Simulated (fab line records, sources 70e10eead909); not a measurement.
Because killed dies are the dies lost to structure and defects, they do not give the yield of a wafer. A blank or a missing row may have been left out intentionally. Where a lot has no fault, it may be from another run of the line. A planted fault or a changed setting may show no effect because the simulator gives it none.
A struck lot beside a sound one | flow nandHarc | 20 out of 1302 route steps
Sound: these wafers, L410.1, L410.3, L410.4. Wafers struck: L419.1, L419.4, L419.5. The cause is given at the end.
Each step with rows lists, per side, the tool, then ch with its chambers, then its first start. Under that, the readings that differ: sound wafers | struck wafers | difference of the means | sigmas: that difference in standard deviations of wafers without a fault.
alike: readings with means less than 2 such deviations apart, plus words and numbers identical on both sides. not compared: withheld readings, readings lacking a value on some wafer, bounds such as >300 that could conceal the same value, and numbers that have no deviation in the record and whose values overlap.
Wherever a step has rows on one side only, a row that says differs or no value, or a row with sigmas, the two part there. Numbers that have no deviation but don't overlap get no sigmas and don't part them. A reading that every wafer of one side lacks parts them only if that side has two wafers or more.

NHARC_P_ZERO_WELL_CD_MEAS_37 targets a cd of 720 nm.
  sound on cdSem-02 ch 0, day 2 20:13; struck on cdSem-02 ch 0, day 6 14:05
  alike: cdNm
then, 1 step without rows for these wafers: NHARC_P_ZERO_WELL_HARDBAKE_38 (time 80 s).
NHARC_P_ZERO_WELL_DESCUM_39: chemistry O2, time 3 s.
  sound on rieDiel-04 ch 0,1,3, day 2 20:23; struck on rieDiel-04 ch 1,2,3, day 6 14:15
  alike: drypumpMotorCurrentA, oesProductAu, rfVppV, showerheadPlenumPTorr, throttleValvePct
  not compared: rfHoursCounterH
then, 9 steps without rows for these wafers: NHARC_P_ZERO_WELL_IMPLANT_40; NHARC_P_ZERO_WELL_IMPLANT_59; NHARC_P_ZERO_WELL_IMPLANT_60; NHARC_P_ZERO_WELL_STRIP_41 (strips in SPM, time 840 s); NHARC_P_ZERO_WELL_DEHYDRATE_44 (time 120 s); NHARC_P_ZERO_WELL_HMDS_45 (time 30 s); NHARC_P_ZERO_WELL_COAT_46; NHARC_P_ZERO_WELL_SOFTBAKE_47 (time 95 s); NHARC_P_ZERO_WELL_EBR_48.
NHARC_P_ZERO_WELL_EXPOSE_49: exposes mask P HVPW, target cd 2000 nm.
  sound on krfScanner-03 ch 0, day 2 21:34; struck on krfScanner-03 ch 0, day 6 15:34
reading | sound                      | struck                              | difference | sigmas
mask    | P_HVPW#0 P_HVPW#0 P_HVPW#0 | P_HVPW_R1#0 P_HVPW_R1#0 P_HVPW_R1#0 | differs    | 
then, 2 steps without rows for these wafers: NHARC_P_ZERO_WELL_PEB_50 (peb time 85 s); NHARC_P_ZERO_WELL_DEVELOP_51 (time 70 s).
NHARC_P_ZERO_WELL_CD_MEAS_52 targets a cd of 2000 nm.
  sound on cdSem-01 ch 0, day 2 21:44; struck on cdSem-03 ch 0, day 6 15:44
reading   | sound                | struck               | difference | sigmas
cdNm (nm) | 1998.8 1999.4 1999.9 | 1415.2 1416.5 1415.1 | -583.8     | -99 or more
then, 1 step without rows for these wafers: NHARC_P_ZERO_WELL_HARDBAKE_53 (time 80 s).
NHARC_P_ZERO_WELL_DESCUM_54: chemistry O2, time 3 s.
  sound on rieDiel-01 ch 1,2,3, day 2 21:54; struck on rieDiel-07 ch 1,2, day 6 15:53
reading                     | sound          | struck         | difference | sigmas
model.P_ZERO_WELL.cdNm (nm) | 1999 1999 2000 | 1415 1416 1415 | -584       | 
  alike: drypumpMotorCurrentA, oesProductAu, rfVppV, showerheadPlenumPTorr, throttleValvePct
  not compared: rfHoursCounterH
after that, 1 step had no rows for these wafers: NHARC_P_ZERO_WELL_IMPLANT_55.
-- record jumps: 23 days between struck wafers' starts before vs after; left off in module P_ZERO_WELL, resumes in module END, first step shown is number 1302 of the route --
NHARC_END_SORT_01:
  at this point the record logs the struck wafers (prober-02 ch 0, day 29 08:04) and has no rows for the sound ones

WHERE THEY PART
Last at NHARC_END_SORT_01 as far as this record goes, first at NHARC_P_ZERO_WELL_EXPOSE_49.

WHY: whatever the simulator had introduced
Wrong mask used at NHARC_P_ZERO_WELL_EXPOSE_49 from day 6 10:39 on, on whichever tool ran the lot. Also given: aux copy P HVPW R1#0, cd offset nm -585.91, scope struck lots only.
